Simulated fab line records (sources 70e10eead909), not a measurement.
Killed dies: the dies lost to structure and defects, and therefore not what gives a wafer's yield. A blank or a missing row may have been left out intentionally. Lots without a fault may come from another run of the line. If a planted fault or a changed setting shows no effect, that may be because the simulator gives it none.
Which tool did it?    flow nand harc    11 lots, 33 wafers sampled, at 6 steps of a route of 1302

== WHAT THE GAUGES READ, wafer by wafer ==
NHARC_A_CHANNEL_HOLE_D2_INSPECT_40. Usual: raw defect count at 259, with a standard deviation of 76.
lot   measured      on                 raw defect count  flag
L232  day 13 23:29  defect inspect-02  294 312 224       
L233  day 14 18:27  defect inspect-01  194 261 308       
L234  day 15 00:01  defect inspect-02  345 277 220       
L236  day 15 18:37  defect inspect-02  308 202 293       
L237  day 16 13:46  defect inspect-01  205 225 206       
L240  day 18 00:01  defect inspect-02  325 240 206       
L242  day 18 08:24  defect inspect-02  638 515 517       OFF
L243  day 18 14:34  defect inspect-02  619 623 549       OFF
L250  day 21 11:46  defect inspect-01  183 308 148       
L252  day 22 10:40  defect inspect-01  310 389 514       
L253  day 22 21:25  defect inspect-02  253 339 237       

NHARC_END_SORT_01. Usual: killed at array 55, standard deviation 19; killed at other 0.8, standard deviation 1.1; killed at periphery 4.0, standard deviation 2.6; killed dies 60, standard deviation 20; killed open 3.4, standard deviation 1.7; killed short 2.6, standard deviation 1.5.
lot   measured      on         killed at array  killed at other  killed at periphery  killed dies  killed open  killed short  flag
L242  day 29 03:23  prober-01  114 93 109       2 2 1            0 3 3                116 98 113   2 2 3        3 3 0         
L243  day 29 12:03  prober-01  103 109 127      0 1 0            3 0 4                106 110 131  5 3 2        3 2 1         OFF

== WHICH TOOL RAN EACH LOT (tool, then ch and the chambers of the sampled wafers, then the start) ==
lot   NHARC_A_CHANNEL_HOLE_D2_ETCH_20   NHARC_A_CHANNEL_HOLE_D2_ETCH_22   NHARC_A_CHANNEL_HOLE_D2_ETCH_25   NHARC_A_CHANNEL_FILL_D2_ALD_02
L232  har etch-01 ch 0,1, day 13 17:54  har etch-01 ch 0,1, day 13 18:39  har etch-01 ch 0,1, day 13 20:41  ald hk-04 ch 0,1,3, day 13 23:41
L233  har etch-01 ch 0,1, day 14 12:58  har etch-01 ch 0,1, day 14 13:49  har etch-01 ch 0,1, day 14 15:56  ald hk-03 ch 0,1,2, day 14 18:47
L234  har etch-02 ch 0,1, day 14 18:28  har etch-02 ch 0,1, day 14 19:16  har etch-02 ch 0,1, day 14 21:21  ald hk-02 ch 0,1,2, day 15 00:55
L236  har etch-02 ch 1, day 15 13:07    har etch-02 ch 1, day 15 13:55    har etch-02 ch 1, day 15 15:58    ald hk-04 ch 0,1,2, day 15 21:23
L237  har etch-01 ch 0,1, day 16 08:15  har etch-01 ch 0,1, day 16 09:05  har etch-01 ch 0,1, day 16 11:14  ald hk-02 ch 0,1,2, day 16 14:06
L240  har etch-02 ch 0,1, day 17 18:22  har etch-02 ch 0,1, day 17 19:13  har etch-02 ch 0,1, day 17 21:20  ald hk-03 ch 0,2,3, day 18 00:25
L242  har etch-02 ch 0,1, day 18 02:50  har etch-02 ch 0,1, day 18 03:35  har etch-02 ch 0,1, day 18 05:36  ald hk-03 ch 0,1, day 18 08:40
L243  har etch-02 ch 0,1, day 18 09:08  har etch-02 ch 0,1, day 18 10:01  har etch-02 ch 0,1, day 18 12:12  ald hk-02 ch 0,2,3, day 18 15:05
L250  har etch-02 ch 0,1, day 21 06:10  har etch-02 ch 0,1, day 21 06:55  har etch-02 ch 0,1, day 21 08:56  ald hk-04 ch 0,1,2, day 21 12:02
L252  har etch-01 ch 0,1, day 22 05:03  har etch-01 ch 0,1, day 22 05:49  har etch-01 ch 0,1, day 22 07:51  ald hk-03 ch 0,1,2, day 22 10:56
L253  har etch-02 ch 0,1, day 22 15:52  har etch-02 ch 0,1, day 22 16:40  har etch-02 ch 0,1, day 22 18:45  ald hk-03 ch 0,3, day 22 21:37
- NHARC_A_CHANNEL_HOLE_D2_ETCH_20: etches the open film in C4F8/O2/Ar, time 361.9 s, target depth 1600 nm.
- NHARC_A_CHANNEL_HOLE_D2_ETCH_22: etches the open film in C4F8/O2/Ar, time 666.7 s, target depth 1600 nm.
- NHARC_A_CHANNEL_HOLE_D2_ETCH_25: etches the open film in C4F8/O2/Ar, time 1040.2 s, target depth 1500 nm.
- NHARC_A_CHANNEL_FILL_D2_ALD_02: deposits SiO2, target thk 6 nm, pulse time 10 s, ald cycles 60.

== WHAT THE TOOLS THEMSELVES READ (means of the sampled wafers that have a number; where no wafer has one, the mark that the record gives instead) ==
NHARC_A_CHANNEL_HOLE_D2_ETCH_20. Usual: drypump motor current A 5.6 A, standard deviation 0.36; o2 flow sccm 35.69 sccm, standard deviation 0.1; showerhead plenum p Torr 3.69 Torr, standard deviation 0.12; throttle valve pct 32.156 %, standard deviation 0.0098.
lot   tool         drypump motor current A (A)  o2 flow sccm (sccm)  showerhead plenum p Torr (Torr)  throttle valve pct (%)  flag
L232  har etch-01  5.3                          35.70                3.68                             32.152                  
L233  har etch-01  5.3                          35.75                3.68                             32.157                  
L234  har etch-02  5.9                          35.68                3.52                             32.161                  
L236  har etch-02  6.1                          35.64                3.44                             32.158                  
L237  har etch-01  5.3                          35.64                3.66                             32.159                  
L240  har etch-02  5.8                          35.69                3.74                             32.160                  
L242  har etch-02  5.8                          35.83                3.74                             32.161                  
L243  har etch-02  5.9                          35.65                3.83                             32.159                  
L250  har etch-02  5.9                          35.67                3.80                             32.154                  
L252  har etch-01  5.3                          35.71                3.62                             32.163                  
L253  har etch-02  5.8                          35.64                3.70                             32.150                  

NHARC_A_CHANNEL_HOLE_D2_ETCH_22. Usual: drypump motor current A 5.6 A, standard deviation 0.35; o2 flow sccm 35.69 sccm, standard deviation 0.094; showerhead plenum p Torr 3.68 Torr, standard deviation 0.12; throttle valve pct 32.155 %, standard deviation 0.0089.
lot   tool         drypump motor current A (A)  o2 flow sccm (sccm)  showerhead plenum p Torr (Torr)  throttle valve pct (%)  flag
L232  har etch-01  5.2                          35.67                3.68                             32.144                  
L233  har etch-01  5.3                          35.75                3.68                             32.146                  
L234  har etch-02  5.9                          35.70                3.52                             32.160                  
L236  har etch-02  6.1                          35.81                3.44                             32.162                  
L237  har etch-01  5.3                          35.60                3.66                             32.154                  
L240  har etch-02  5.8                          35.71                3.74                             32.151                  
L242  har etch-02  5.8                          35.78                3.74                             32.160                  
L243  har etch-02  5.9                          35.57                3.83                             32.152                  
L250  har etch-02  5.9                          35.68                3.81                             32.153                  
L252  har etch-01  5.3                          35.70                3.62                             32.162                  
L253  har etch-02  5.8                          35.76                3.70                             32.165                  

NHARC_A_CHANNEL_HOLE_D2_ETCH_25. Usual: drypump motor current A 5.6 A, standard deviation 0.35; o2 flow sccm 31.20 sccm, standard deviation 0.097; showerhead plenum p Torr 3.68 Torr, standard deviation 0.12; throttle valve pct 32.235 %, standard deviation 0.009.
lot   tool         drypump motor current A (A)  o2 flow sccm (sccm)  showerhead plenum p Torr (Torr)  throttle valve pct (%)  flag
L232  har etch-01  5.3                          31.12                3.67                             32.230                  
L233  har etch-01  5.3                          31.13                3.67                             32.237                  
L234  har etch-02  5.9                          31.15                3.51                             32.230                  
L236  har etch-02  6.1                          31.17                3.44                             32.232                  
L237  har etch-01  5.3                          31.29                3.66                             32.237                  
L240  har etch-02  5.8                          31.23                3.73                             32.241                  
L242  har etch-02  5.8                          31.36                3.73                             32.235                  
L243  har etch-02  5.9                          31.18                3.82                             32.243                  
L250  har etch-02  5.9                          31.24                3.80                             32.244                  
L252  har etch-01  5.3                          31.21                3.61                             32.232                  
L253  har etch-02  5.8                          31.22                3.70                             32.230                  

NHARC_A_CHANNEL_FILL_D2_ALD_02. Usual: heater power w 476 W, standard deviation 47; precursor pulse height rel 0.999, standard deviation 0.022.
lot   tool       heater power w (W)  precursor pulse height rel  flag
L232  ald hk-04  505                 1.007                       
L233  ald hk-03  442                 0.997                       
L234  ald hk-02  503                 1.011                       
L236  ald hk-04  486                 1.016                       
L237  ald hk-02  488                 0.979                       
L240  ald hk-03  463                 1.005                       
L242  ald hk-03  437                 0.995                       
L243  ald hk-02  465                 0.998                       
L250  ald hk-04  491                 1.019                       
L252  ald hk-03  429                 0.993                       
L253  ald hk-03  514                 1.008                       

== THE ANSWER, worked out from the rows above alone ==
Rule: a lot counts as off when the mean over its wafers that have a number is more than 3 standard deviations away from the usual mean. A lot without any number at a reading at which 4 lots or more have one is off too. Any other lot the step has rows for is counted as sound. After the gauges, taken in route order, come the tools' own readings; for these a lot's mean is taken, as printed above. At the first step where some lot is off, the reading lying furthest off is the one used; lots without a number count as furthest.
Off at NHARC_A_CHANNEL_HOLE_D2_INSPECT_40 (raw defect count): L242, L243.
If a tool, at a process step before that reading, ran all the lots that are off and no sound lot after the first of them, it fits. Gauges at NHARC_A_CHANNEL_HOLE_D2_INSPECT_40: tried the same way as those tools. Not one of the candidates tried fits.

== WHAT WAS PUT IN BY THE SIMULATOR ==
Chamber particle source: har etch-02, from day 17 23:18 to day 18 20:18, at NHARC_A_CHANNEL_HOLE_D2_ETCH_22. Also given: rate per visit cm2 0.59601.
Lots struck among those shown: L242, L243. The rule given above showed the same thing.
